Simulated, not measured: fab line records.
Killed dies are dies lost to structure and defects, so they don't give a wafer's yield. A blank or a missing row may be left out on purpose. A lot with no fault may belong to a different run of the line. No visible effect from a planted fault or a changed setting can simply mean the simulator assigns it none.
Matching of chambers :: flow nand-harc :: NHARC_A_CONTACT_ETCH_110 on rie-diel-12 has 4 sister chambers
The step etches the open film in CF4/O2, target depth 50 nm, overetch 5 nm, time 27.5 s. 4 wafers are shown with their chamber, then 7 later ones without.

## WAFERS WITH THEIR CHAMBER
wafer: L083.4
chamber: 1
showerhead-plenum-p-Torr (Torr): 1.27

wafer: L083.5
chamber: 3
showerhead-plenum-p-Torr (Torr): 1.35

wafer: L088.1
chamber: 2
showerhead-plenum-p-Torr (Torr): 1.39

wafer: L088.2
chamber: 0
showerhead-plenum-p-Torr (Torr): 1.35

## WAFERS WITH NO CHAMBER GIVEN
wafer: L088.4
showerhead-plenum-p-Torr (Torr): 1.27

wafer: L095.3
showerhead-plenum-p-Torr (Torr): 1.34

wafer: L095.4
showerhead-plenum-p-Torr (Torr): 1.38

wafer: L095.6
showerhead-plenum-p-Torr (Torr): 1.35

wafer: L097.1
showerhead-plenum-p-Torr (Torr): 1.38

wafer: L097.4
showerhead-plenum-p-Torr (Torr): 1.34

wafer: L097.5
showerhead-plenum-p-Torr (Torr): 1.35

## WHICH CHAMBER EACH ONE RAN IN
wafer: L088.4
from the rows above: 1
in truth: 1

wafer: L095.3
from the rows above: can't be placed: 0 or 3
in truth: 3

wafer: L095.4
from the rows above: 2
in truth: 2

wafer: L095.6
from the rows above: can't be placed: 0 or 3
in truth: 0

wafer: L097.1
from the rows above: 2
in truth: 2

wafer: L097.4
from the rows above: can't be placed: 0 or 3
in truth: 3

wafer: L097.5
from the rows above: can't be placed: 0 or 3
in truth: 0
Correct placement for 3 of the 7. From these rows, 4 cannot be placed; in 4 the true chamber is one of the candidates. 0 placed wrongly.
How it was worked out, from the rows above alone: a wafer's distance from a chamber is the root of the sum, over the readings, of the square of ((its reading less the chamber's mean) divided by the reading's scatter). The wafer belongs to the nearest chamber; if the next one is less than 2 further off, it can't be placed. A chamber's mean is the mean of its shown wafers. The scatter: with one shown wafer a chamber, the root of the mean of the squares of how far each hidden wafer lies from its nearest shown one.
